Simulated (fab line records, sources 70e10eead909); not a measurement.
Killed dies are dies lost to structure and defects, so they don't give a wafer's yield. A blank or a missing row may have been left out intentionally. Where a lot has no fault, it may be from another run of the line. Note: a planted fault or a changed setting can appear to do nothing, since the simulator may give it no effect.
fab line records	flow nandHarc
[record] lots = 24	wafers = 72	lastDay = 25
route steps=1159 shown P_GATE@155 P_CONTACT@219
lots untouched by any fault: they come from a run of this same line in which no faults occurred
startH: hours from the record's opening day to when the first of the lot's shown wafers began	waitH: time in hours since the lot's previous step	" same as the row above	L1.1+2: one row covering several wafers at once	- no value, or no start was given	* or withheld: withheld	< > ~ a bound
route shown NAME@n: NAME is a module with steps in the file, n the number in the route of the first one	usual: the fault-free wafers' mean and standard deviation	same: alike in all rows	chamber/n: place in a boat	sites: readings site by site	_std_site: how widely they spread, as a standard deviation	_edge_site: mean of outer sites minus mean of inner sites	radiusMm: for every site, how far away it sits from the centre of the wafer	mask NAME#n: copy n	behind: the most recent tool/chamber to have shaped the wafer	hold: why the lot was held/for how many hours/how that ended	device: whichever transistor did not switch (one of n, p or np)	end of line: tests run on the same wafers once the route is complete	a step given without rows: its recipe and nothing more	killed: dies lost to structure and defects at the first sort, not the wafer's yield	map: dies across one wafer; x = killed, . = not, _ = none there
set.NAME: setting as actually run; set.NAME@STEP: the setting as run at that earlier step	model.NAME: the simulator's own value behind a step, which no gauge read
route steps across a sampled set of lots; one table per step, one row per wafer
services: a tool's chamber out of use, with start hour (startH, from the record's first day; less than 0 if before it), hours out, and reason
[[steps]]
[step NHARC_P_GATE_ALD_36]
[recipe] targetThkA = 200	pulseTimeS = 60	aldCycles = 223	tempC = 400	material = SiNx
[usual] heaterPowerW = 836/84	precursorPulseHeightRel = 0.999/0.02
[same] pulseTimeS = 60
lot.wafer	tool	chamber	startH	waitH	heaterPowerW	precursorPulseHeightRel
L074.4	aldSin-04	3	92.09	-	942	1.020
L074.3	"	0	93.16	-	862	0.970
L074.2	"	1	94.23	-	860	0.991
L075.3	aldSin-01	1	99.19	-	839	0.975
L075.1	"	3	102.05	-	881	0.969
L075.4	"	1	103.49	-	826	0.993
L077.3	aldSin-04	2	110.60	-	968	0.997
L077.1	"	3	111.66	-	940	1.018
L077.5	"	2	114.85	-	976	0.987
L076.1	aldSin-01	3	110.79	-	869	0.994
L076.3	"	0	111.84	-	806	0.979
L076.6	"	2	113.94	-	718	0.994
L079.4	aldSin-04	2	118.92	-	948	1.023
L079.1	"	1	122.07	-	849	1.001
L079.5	"	3	124.18	-	939	0.980
L078.2	aldSin-03	0	120.37	-	705	1.007
L078.6	"	2	122.51	-	914	1.000
L078.5	"	3	123.58	-	731	0.972
L080.2	aldSin-01	0	121.36	-	832	1.000
L080.5	"	2	123.49	-	733	1.011
L080.6	"	3	124.55	-	881	0.970
L081.2	aldSin-03	3	132.79	-	760	0.988
L081.5	"	3	137.00	-	738	0.969
L081.6	"	0	138.06	-	730	0.972
L082.2	aldSin-04	1	137.00	-	886	0.990
L082.1	"	0	140.21	-	842	0.991
L082.6	"	1	141.28	-	870	0.989
L083.4	aldSin-01	0	138.18	-	806	0.992
L083.3	"	2	140.33	-	720	0.991
L083.5	"	0	142.47	-	817	0.996
L085.4	aldSin-03	0	151.40	-	714	0.997
L085.3	"	2	153.53	-	919	1.010
L085.2	"	3	154.59	-	747	0.993
L084.1	aldSin-04	1	154.91	-	883	0.978
L084.5	"	2	155.97	-	980	1.003
L084.6	"	3	157.02	-	955	0.974
L086.4	aldSin-03	3	172.91	-	742	0.990
L086.3	"	0	173.96	-	715	1.016
L086.6	"	3	177.11	-	745	0.990
L087.2	aldSin-01	0	173.78	-	859	0.990
L087.4	"	1	174.85	-	793	1.045
L087.3	"	2	175.91	-	726	0.976
L088.2	aldSin-04	2	180.36	-	966	0.985
L088.6	"	1	183.52	-	879	1.014
L088.5	"	2	184.57	-	930	0.970
L090.3	aldSin-01	1	183.20	-	801	1.017
L090.4	"	2	184.26	-	729	0.959
L090.1	"	0	186.40	-	855	1.011
L089.3	aldSin-03	2	184.69	-	912	1.007
L089.4	"	0	186.78	-	716	0.991
L089.5	"	2	188.87	-	893	1.010
L092.1	aldSin-04	1	198.71	-	844	1.037
L092.2	"	0	201.94	-	843	0.997
L092.5	"	1	203.01	-	848	0.973
L091.2	aldSin-01	3	198.89	-	872	1.017
L091.3	"	1	201.01	-	787	1.021
L091.4	"	2	202.08	-	743	1.030
L093.2	aldSin-03	3	205.06	-	745	0.992
L093.4	"	1	207.14	-	701	0.981
L093.5	"	3	209.22	-	745	1.005
L094.3	aldSin-04	1	213.08	-	833	0.991
L094.1	"	3	215.22	-	906	0.981
L094.5	"	1	217.36	-	838	0.974
L095.2	aldSin-01	3	218.56	-	864	1.007
L095.4	"	0	219.63	-	871	0.974
L095.6	"	0	223.91	-	872	0.993
L097.3	aldSin-03	1	219.18	-	703	0.991
L097.4	"	2	220.24	-	914	1.021
L097.2	"	0	222.37	-	719	0.994
L096.1	aldSin-04	0	220.50	-	795	1.032
L096.3	"	1	221.55	-	842	1.007
L096.5	"	0	224.70	-	853	1.022
[step NHARC_P_GATE_ETCHBACK_37]
[recipe] targetDepthA = 345	timeS = 17.2	chf3FlowSccm = 50	o2FlowSccm = 10	arFlowSccm = 200	rfW = 500	biasW = 200	chemistry = CHF3/O2
[usual] biasW = 200.0/0.61	drypumpMotorCurrentA = 5.6/0.39	oesProductAu = 0.95/0.035	rfVppV = 369.3/2	showerheadPlenumPTorr = 2.34/0.083	throttleValvePct = 20.571/0.0097
lot.wafer	tool	chamber	startH	waitH	biasW	drypumpMotorCurrentA	oesProductAu	rfHoursCounterH	rfVppV	showerheadPlenumPTorr	throttleValvePct
L074.4	rieDiel-07	0	-	-	199.8	5.3	0.95	14	367.3	2.26	20.568
L074.3	"	1	"	"	200.3	6.3	0.92	14	371.6	2.51	20.581
L074.2	"	2	"	"	199.3	6.7	0.93	15	371.5	2.39	20.563
L075.3	rieDiel-11	0	-	-	198.5	6.0	0.91	34	371.1	2.48	20.562
L075.1	"	1	"	"	199.9	5.1	0.91	34	367.4	2.29	20.584
L075.4	"	2	"	"	199.7	5.1	0.90	34	367.9	2.33	20.565
L077.3	rieDiel-07	3	-	-	199.8	5.4	0.96	19	374.4	2.59	20.575
L077.1	"	1	"	"	199.0	6.3	0.93	19	373.1	2.50	20.584
L077.5	"	3	"	"	200.8	5.4	0.93	-	374.2	2.59	20.560
L076.1	rieDiel-07	0	-	-	200.4	5.3	0.95	18	368.5	2.26	20.584
L076.3	"	1	"	"	200.5	6.4	0.93	19	372.8	2.50	20.575
L076.6	"	1	"	"	199.9	6.4	0.93	-	372.3	2.50	20.583
L078.2	rieDiel-11	1	-	-	201.2	5.1	0.91	38	369.3	2.29	20.559
L078.6	"	3	"	"	201.0	5.4	0.92	-	367.0	2.31	20.566
L078.5	"	0	"	"	199.9	6.0	0.92	-	372.2	2.48	20.580
L079.1	rieDiel-05	2	-	-	199.6	5.6	0.93	25	368.5	2.32	20.580
L079.5	"	1	"	"	200.1	5.4	0.92	-	368.8	2.34	20.588
L079.4	"	2	"	"	199.4	5.6	0.92	-	367.8	2.32	20.580
L080.2	rieDiel-07	3	-	-	198.9	5.4	0.93	22	375.5	2.59	20.572
L080.6	"	3	"	"	199.2	5.4	0.94	-	374.4	2.59	20.588
L080.5	"	0	"	"	199.9	5.3	0.94	-	368.2	2.26	20.561
L081.2	rieDiel-05	1	-	-	200.7	5.4	0.92	28	369.3	2.34	20.559
L081.5	"	1	"	"	199.5	5.4	0.93	-	368.2	2.34	20.565
L081.6	"	2	"	"	200.5	5.6	0.91	-	369.5	2.32	20.567
L082.1	rieDiel-05	0	-	-	199.4	5.6	0.99	28	368.1	2.27	20.574
L082.2	"	2	"	"	199.8	5.6	0.99	28	369.5	2.32	20.568
L082.6	"	0	"	"	199.5	5.6	1.00	-	366.8	2.27	20.562
L083.3	rieDiel-05	0	-	-	199.2	5.6	0.93	28	367.0	2.27	20.569
L083.4	"	3	"	"	201.1	5.5	1.00	20	369.1	2.32	20.578
L083.5	"	1	"	"	200.7	5.4	0.92	-	366.7	2.34	20.563
L085.2	rieDiel-05	1	-	-	200.4	5.4	0.92	30	368.8	2.34	20.566
L085.4	"	2	"	"	200.3	5.6	0.93	29	368.3	2.32	20.579
L085.3	"	3	"	"	200.0	5.5	0.93	22	367.9	2.32	20.573
L084.1	rieDiel-05	2	-	-	199.1	5.6	0.91	29	368.2	2.32	20.562
L084.6	"	1	"	"	198.8	5.4	0.93	-	371.0	2.34	20.582
L084.5	"	2	"	"	198.7	5.6	0.91	-	368.0	2.32	20.575
L087.4	rieDiel-05	0	-	-	199.8	5.5	1.00	2	367.5	2.27	20.566
L087.3	"	1	"	"	199.5	5.4	0.97	2	369.4	2.34	20.581
L087.2	"	2	"	"	200.3	5.6	1.01	2	369.2	2.32	20.575
L086.3	rieDiel-11	2	-	-	200.8	5.1	0.98	58	369.2	2.32	20.576
L086.4	"	2	"	"	199.6	5.1	0.98	-	370.6	2.32	20.550
L086.6	"	3	"	"	200.3	5.5	0.99	-	368.8	2.30	20.568
L088.2	rieDiel-05	1	-	-	199.9	5.4	0.91	3	369.8	2.34	20.562
L088.6	"	0	"	"	199.8	5.6	0.92	-	367.7	2.27	20.586
L088.5	"	1	"	"	200.5	5.4	0.92	-	369.3	2.34	20.569
L090.1	rieDiel-07	1	-	-	199.3	6.3	0.93	44	371.2	2.49	20.564
L090.3	"	2	"	"	200.0	6.7	0.93	-	369.8	2.38	20.565
L090.4	"	1	"	"	200.3	6.4	0.93	-	372.8	2.49	20.576
L089.3	rieDiel-05	0	-	-	200.1	5.6	0.99	3	366.3	2.27	20.586
L089.4	"	1	"	"	200.7	5.4	1.00	3	369.5	2.34	20.576
L089.5	"	0	"	"	200.7	5.6	1.00	-	368.8	2.27	20.560
L092.2	rieDiel-05	3	-	-	200.6	5.5	0.95	7	369.8	2.32	20.570
L092.1	"	0	"	"	200.6	5.6	0.93	8	368.9	2.27	20.557
L092.5	"	2	"	"	200.5	5.6	0.94	-	369.2	2.32	20.588
L091.2	rieDiel-11	0	-	-	199.8	6.0	0.97	6	372.4	2.46	20.576
L091.4	"	1	"	"	199.5	5.1	1.00	6	368.2	2.28	20.580
L091.3	"	2	"	"	200.0	5.1	1.00	4	368.5	2.32	20.568
L093.2	rieDiel-05	3	-	-	200.3	5.5	0.94	9	368.2	2.32	20.557
L093.4	"	0	"	"	199.3	5.6	0.91	10	367.4	2.27	20.573
L093.5	"	2	"	"	200.1	5.6	0.92	-	369.0	2.32	20.562
L094.3	rieDiel-11	2	-	-	199.3	5.1	1.00	9	369.3	2.32	20.576
L094.1	"	3	"	"	201.6	5.4	1.01	8	368.1	2.30	20.576
L094.5	"	1	"	"	199.8	5.1	1.01	-	366.7	2.28	20.562
L095.4	rieDiel-05	1	-	-	200.7	5.4	0.91	14	369.2	2.33	20.573
L095.2	"	2	"	"	199.4	5.6	0.92	13	368.2	2.32	20.553
L095.6	"	0	"	"	199.6	5.6	0.92	-	366.5	2.26	20.567
L097.2	rieDiel-05	0	-	-	199.8	5.6	0.98	14	367.9	2.26	20.571
L097.4	"	1	"	"	200.6	5.4	0.99	14	368.6	2.33	20.547
L097.3	"	3	"	"	200.1	5.6	1.03	13	369.0	2.31	20.583
L096.1	rieDiel-05	2	-	-	201.5	5.6	0.92	13	367.2	2.32	20.570
L096.3	"	0	"	"	200.4	5.6	0.92	14	366.0	2.26	20.576
L096.5	"	2	"	"	200.1	5.6	0.93	-	369.8	2.32	20.573
[step NHARC_P_GATE_CD_MEAS_59]
[recipe] targetCdNm = 720	landingEnergyEv = 500
[usual] cdNm = 719.4/2.4
lot.wafer	tool	chamber	startH	waitH	cdNm
L074.2	cdSem-02	0	104.54	-	721.1
L074.3	"	0	"	"	721.5
L074.4	"	0	"	"	719.3
L075.1	cdSem-02	0	113.81	-	718.5
L075.3	"	0	"	"	720.4
L075.4	"	0	"	"	719.4
L077.1	cdSem-02	0	121.86	-	716.4
L077.3	"	0	"	"	716.2
L077.5	"	0	"	"	718.9
L076.1	cdSem-03	0	122.16	-	715.6
L076.3	"	0	"	"	717.9
L076.6	"	0	"	"	717.3
L078.2	cdSem-01	0	130.51	-	717.3
L078.5	"	0	"	"	718.2
L078.6	"	0	"	"	718.9
L079.1	cdSem-01	0	131.23	-	719.3
L079.4	"	0	"	"	717.8
L079.5	"	0	"	"	717.9
L080.2	cdSem-03	0	131.87	-	717.1
L080.5	"	0	"	"	717.0
L080.6	"	0	"	"	717.5
L081.2	cdSem-01	0	145.10	-	718.7
L081.5	"	0	"	"	721.3
L081.6	"	0	"	"	719.7
L082.1	cdSem-03	0	149.29	-	724.6
L082.2	"	0	"	"	722.7
L082.6	"	0	"	"	725.3
L083.3	cdSem-03	0	149.52	-	719.4
L083.4	"	0	"	"	719.1
L083.5	"	0	"	"	717.9
L085.2	cdSem-02	0	163.72	-	718.9
L085.3	"	0	"	"	724.6
L085.4	"	0	"	"	719.2
L084.1	cdSem-01	0	164.03	-	714.7
L084.5	"	0	"	"	717.4
L084.6	"	0	"	"	716.9
L087.2	cdSem-01	0	185.45	-	722.3
L087.3	"	0	"	"	720.6
L087.4	"	0	"	"	720.7
L086.3	cdSem-02	0	185.82	-	720.9
L086.4	"	0	"	"	718.9
L086.6	"	0	"	"	720.2
L088.2	cdSem-03	0	191.75	-	718.2
L088.5	"	0	"	"	718.9
L088.6	"	0	"	"	720.7
L089.3	cdSem-03	0	196.17	-	719.8
L089.4	"	0	"	"	718.6
L089.5	"	0	"	"	719.0
L090.1	cdSem-01	0	199.74	-	723.5
L090.3	"	0	"	"	721.3
L090.4	"	0	"	"	721.4
L092.1	cdSem-03	0	211.19	-	720.3
L092.2	"	0	"	"	717.9
L092.5	"	0	"	"	719.0
L091.2	cdSem-01	0	211.24	-	713.8
L091.3	"	0	"	"	714.3
L091.4	"	0	"	"	717.0
L093.2	cdSem-03	0	216.21	-	718.8
L093.4	"	0	"	"	717.1
L093.5	"	0	"	"	717.4
L094.1	cdSem-03	0	224.31	-	718.2
L094.3	"	0	"	"	717.8
L094.5	"	0	"	"	716.3
L095.2	cdSem-02	0	231.02	-	723.6
L095.4	"	0	"	"	721.6
L095.6	"	0	"	"	724.1
L096.1	cdSem-01	0	231.66	-	719.8
L096.3	"	0	"	"	718.8
L096.5	"	0	"	"	719.2
L097.2	cdSem-02	0	231.90	-	717.2
L097.3	"	0	"	"	720.4
L097.4	"	0	"	"	720.1
[step NHARC_P_CONTACT_CMP_01]
[recipe] targetThkNm = 200	material = SiO2
[usual] motorCurrentA = 12.4/1.3
lot.wafer	tool	chamber	startH	waitH	motorCurrentA
L074.2	cmp-03	0	110.69	-	12.4
L074.4	"	1	"	"	12.6
L074.3	"	3	"	"	10.5
L075.1	cmp-03	0	119.48	-	12.5
L075.3	"	1	"	"	13.0
L075.4	"	2	"	"	14.4
L077.1	cmp-03	2	127.65	-	14.5
L077.3	"	3	"	"	10.5
L077.5	"	1	"	"	12.6
L076.3	cmp-01	0	127.92	-	13.4
L076.1	"	3	"	"	14.2
L076.6	"	0	"	"	13.4
L078.2	cmp-01	2	136.37	-	11.8
L078.6	"	0	"	"	13.6
L078.5	"	1	"	"	9.6
L079.4	cmp-03	1	137.33	-	12.1
L079.1	"	3	"	"	10.4
L079.5	"	2	"	"	14.5
L080.2	cmp-01	1	137.59	-	10.7
L080.5	"	0	"	"	13.4
L080.6	"	1	"	"	10.9
L081.2	cmp-01	0	150.86	-	13.1
L081.6	"	0	"	"	13.1
L081.5	"	1	"	"	10.7
L082.1	cmp-04	2	155.00	-	12.5
L082.2	"	0	"	"	11.4
L082.6	"	2	"	"	12.6
L083.3	cmp-01	2	155.28	-	11.8
L083.4	"	0	"	"	12.5
L083.5	"	3	"	"	13.5
L085.3	cmp-04	1	169.53	-	12.0
L085.2	"	2	"	"	12.7
L085.4	"	3	"	"	14.1
L084.1	cmp-01	1	169.69	-	10.2
L084.5	"	0	"	"	13.3
L084.6	"	1	"	"	10.0
L087.4	cmp-01	2	190.99	-	11.3
L087.3	"	3	"	"	12.8
L087.2	"	1	"	"	10.2
L086.3	cmp-03	1	191.90	-	13.0
L086.4	"	2	"	"	14.5
L086.6	"	0	"	"	12.7
L088.2	cmp-01	1	197.56	-	10.6
L088.6	"	2	"	"	11.5
L088.5	"	3	"	"	13.2
L089.4	cmp-01	2	202.27	-	11.9
L089.3	"	3	"	"	13.5
L089.5	"	1	"	"	10.4
L090.3	cmp-03	1	205.44	-	12.2
L090.4	"	2	"	"	14.6
L090.1	"	0	"	"	12.7
L091.2	cmp-04	2	216.79	-	12.6
L091.3	"	3	"	"	13.6
L091.4	"	0	"	"	12.5
L092.2	cmp-04	3	217.31	-	14.3
L092.1	"	1	"	"	12.0
L092.5	"	2	"	"	12.6
L093.4	cmp-01	0	222.06	-	12.7
L093.2	"	1	"	"	10.4
L093.5	"	0	"	"	13.7
L094.1	cmp-04	2	230.49	-	12.7
L094.3	"	3	"	"	13.5
L094.5	"	0	"	"	11.5
L095.4	cmp-04	2	237.79	-	12.2
L095.2	"	3	"	"	13.7
L095.6	"	0	"	"	11.7
L096.1	cmp-03	2	238.30	-	14.4
L096.3	"	1	"	"	12.6
L096.5	"	2	"	"	13.9
L097.4	cmp-04	0	238.80	-	11.7
L097.2	"	1	"	"	12.2
L097.3	"	2	"	"	11.7
[step NHARC_P_CONTACT_ALD_22]
[recipe] targetThkA = 30	pulseTimeS = 1	aldCycles = 150	tempC = 450	material = TiN
[usual] heaterPowerW = 1061/110	precursorPulseHeightRel = 0.998/0.02
[same] pulseTimeS = 1
lot.wafer	tool	chamber	startH	waitH	heaterPowerW	precursorPulseHeightRel
L074.3	aldMetal-01	0	113.43	-	1003	0.991
L074.2	"	1	"	"	915	0.967
L074.4	"	2	"	"	1170	0.994
L075.1	aldMetal-01	3	122.38	-	1147	1.017
L075.3	"	0	"	"	992	1.002
L075.4	"	1	"	"	925	1.029
L077.1	aldMetal-02	1	130.44	-	1194	1.015
L077.3	"	2	"	"	948	0.987
L077.5	"	1	"	"	1141	0.980
L076.3	aldMetal-03	1	130.97	-	984	0.978
L076.1	"	2	"	"	1062	0.969
L076.6	"	0	"	"	1078	0.986
L078.2	aldMetal-01	0	139.09	-	987	1.008
L078.6	"	3	"	"	1127	0.983
L078.5	"	0	"	"	952	0.973
L079.1	aldMetal-02	2	140.06	-	953	1.013
L079.4	"	1	"	"	1193	0.963
L079.5	"	2	"	"	963	0.999
L080.2	aldMetal-03	0	140.63	-	1082	1.022
L080.6	"	0	"	"	1053	1.000
L080.5	"	1	"	"	1026	0.995
L081.2	aldMetal-01	2	153.76	-	1171	1.038
L081.5	"	0	"	"	994	1.030
L081.6	"	1	"	"	912	0.987
L082.2	aldMetal-02	1	157.83	-	1171	0.998
L082.1	"	0	"	"	1199	0.998
L082.6	"	1	"	"	1189	1.007
L083.4	aldMetal-03	0	158.14	-	1123	1.023
L083.3	"	3	"	"	1127	1.011
L083.5	"	0	"	"	1100	0.996
L085.4	aldMetal-02	2	172.27	-	977	1.020
L085.2	"	0	"	"	1192	0.995
L085.3	"	1	"	"	1177	1.000
L084.1	aldMetal-03	1	172.71	-	1005	0.978
L084.6	"	2	"	"	1030	1.014
L084.5	"	3	"	"	1142	1.012
L087.2	aldMetal-01	1	194.03	-	881	0.980
L087.4	"	3	"	"	1152	1.014
L087.3	"	0	"	"	1002	0.983
L086.4	aldMetal-03	3	194.88	-	1111	0.966
L086.3	"	0	"	"	1110	1.014
L086.6	"	2	"	"	1061	0.969
L088.2	aldMetal-02	3	200.39	-	923	0.992
L088.5	"	1	"	"	1203	0.974
L088.6	"	2	"	"	895	0.982
L089.3	aldMetal-01	0	205.12	-	994	0.981
L089.4	"	1	"	"	894	1.025
L089.5	"	2	"	"	1170	0.955
L090.4	aldMetal-01	0	208.30	-	1006	1.035
L090.1	"	1	"	"	919	1.021
L090.3	"	2	"	"	1198	0.984
L091.2	aldMetal-02	0	219.86	-	1120	0.989
L091.3	"	1	"	"	1202	1.020
L091.4	"	3	"	"	938	0.988
L092.2	aldMetal-03	3	220.36	-	1119	1.002
L092.1	"	0	"	"	1105	1.018
L092.5	"	3	"	"	1158	1.010
L093.2	aldMetal-02	3	225.25	-	952	0.995
L093.4	"	0	"	"	1110	0.972
L093.5	"	1	"	"	1172	0.978
L094.1	aldMetal-02	1	233.31	-	1172	1.016
L094.3	"	0	"	"	1136	1.002
L094.5	"	0	"	"	1125	0.957
L095.2	aldMetal-02	0	240.53	-	1142	0.999
L095.4	"	1	"	"	1158	0.971
L095.6	"	0	"	"	1123	0.986
L096.1	aldMetal-01	3	241.28	-	1167	0.989
L096.3	"	0	"	"	1001	0.985
L096.5	"	1	"	"	907	0.991
L097.3	aldMetal-02	1	241.56	-	1220	1.025
L097.4	"	3	"	"	917	0.961
L097.2	"	0	"	"	1138	0.995
[step NHARC_P_CONTACT_CVD_23]
[recipe] targetThkA = 2000	tempC = 300	pressureTorr = 40	wf6FlowSccm = 40	h2FlowSccm = 1600	arFlowSccm = 1560	timeS = 557	material = W
[usual] heaterPowerW = 477/35	throttleValvePct = 7.79/0.18
lot.wafer	tool	chamber	startH	waitH	heaterPowerW	throttleValvePct
L074.2	cvdW-02	0	-	-	427	8.07
L074.3	"	1	"	"	528	7.87
L074.4	"	0	"	"	434	7.92
L075.1	cvdW-01	0	-	-	468	7.48
L075.4	"	1	"	"	499	7.97
L075.3	"	0	"	"	461	7.71
L077.1	cvdW-02	0	-	-	444	7.71
L077.3	"	1	"	"	523	7.68
L077.5	"	0	"	"	440	7.66
L076.1	cvdW-02	0	-	-	438	8.04
L076.3	"	0	"	"	441	8.00
L076.6	"	1	"	"	537	7.65
L078.2	cvdW-02	1	-	-	524	7.65
L078.5	"	1	"	"	533	7.66
L078.6	"	0	"	"	434	7.89
L079.1	cvdW-01	1	-	-	484	7.63
L079.4	"	1	"	"	491	7.94
L079.5	"	1	"	"	497	8.13
L080.2	cvdW-02	1	-	-	532	7.78
L080.6	"	1	"	"	523	7.58
L080.5	"	0	"	"	433	7.86
L081.2	cvdW-01	1	-	-	512	7.91
L081.5	"	1	"	"	496	7.61
L081.6	"	0	"	"	462	7.90
L082.1	cvdW-02	0	-	-	435	7.96
L082.2	"	1	"	"	531	7.75
L082.6	"	0	"	"	438	8.26
L083.4	cvdW-01	1	-	-	504	7.84
L083.3	"	0	"	"	472	7.85
L083.5	"	0	"	"	460	7.77
L085.2	cvdW-01	0	-	-	474	7.99
L085.4	"	1	"	"	497	7.88
L085.3	"	0	"	"	473	7.76
L084.1	cvdW-02	0	-	-	434	7.71
L084.6	"	1	"	"	530	7.60
L084.5	"	0	"	"	439	7.72
L087.2	cvdW-01	0	-	-	479	7.86
L087.4	"	1	"	"	496	7.85
L087.3	"	0	"	"	464	7.58
L086.3	cvdW-01	1	-	-	502	7.72
L086.4	"	0	"	"	462	8.00
L086.6	"	1	"	"	484	8.03
L088.2	cvdW-02	0	-	-	435	7.76
L088.5	"	1	"	"	498	7.41
L088.6	"	0	"	"	430	7.33
L089.3	cvdW-02	1	-	-	503	7.84
L089.4	"	0	"	"	443	7.78
L089.5	"	1	"	"	504	7.82
L090.1	cvdW-02	1	-	-	502	7.72
L090.4	"	0	"	"	426	8.03
L090.3	"	1	"	"	512	7.63
L091.2	cvdW-02	1	-	-	510	7.57
L091.3	"	0	"	"	439	7.75
L091.4	"	1	"	"	509	7.68
L092.2	cvdW-01	1	-	-	496	8.06
L092.1	"	0	"	"	471	8.02
L092.5	"	0	"	"	465	7.61
L093.2	cvdW-02	1	-	-	514	7.62
L093.4	"	1	"	"	511	7.85
L093.5	"	0	"	"	424	7.65
L094.1	cvdW-02	0	-	-	437	7.79
L094.3	"	1	"	"	518	7.59
L094.5	"	1	"	"	506	7.62
L095.2	cvdW-02	0	-	-	451	7.79
L095.4	"	0	"	"	421	7.81
L095.6	"	0	"	"	424	7.97
L096.1	cvdW-01	0	-	-	468	7.63
L096.3	"	0	"	"	472	7.88
L096.5	"	1	"	"	490	7.97
L097.2	cvdW-02	0	-	-	438	7.84
L097.3	"	1	"	"	511	7.49
L097.4	"	0	"	"	423	7.53
[[services]]
tool	chamber	startH	hours	kind
cmp-01	-	68.83	2.5	repair
aldMetal-02	-	69.08	2.0	repair
cvdW-01	1	79.82	2.6	repair
cmp-01	-	81.50	4.0	pm
aldSin-01	0	84.06	25.1	repair
aldMetal-01	-	84.36	2.5	repair
aldMetal-01	-	102.00	10.0	pm
cmp-04	-	105.00	4.0	pm
aldSin-03	0	105.44	5.0	repair
aldSin-03	-	107.12	10.0	pm
cvdW-01	-	112.48	13.0	pm
cmp-01	-	118.03	2.0	repair
rieDiel-05	3	119.35	19.2	repair
aldSin-04	0	128.37	5.1	repair
aldSin-01	-	149.87	10.0	pm
cmp-01	-	151.78	2.0	repair
rieDiel-05	-	164.53	9.0	pm
cmp-01	-	179.50	4.0	pm
aldMetal-02	-	185.05	1.8	repair
rieDiel-05	3	193.54	2.9	repair
cvdW-02	-	195.25	13.0	pm
aldMetal-02	-	204.46	0.4	repair
aldMetal-02	2	208.78	25.0	repair
aldSin-04	2	236.04	6.1	repair
[[key]]
fault none
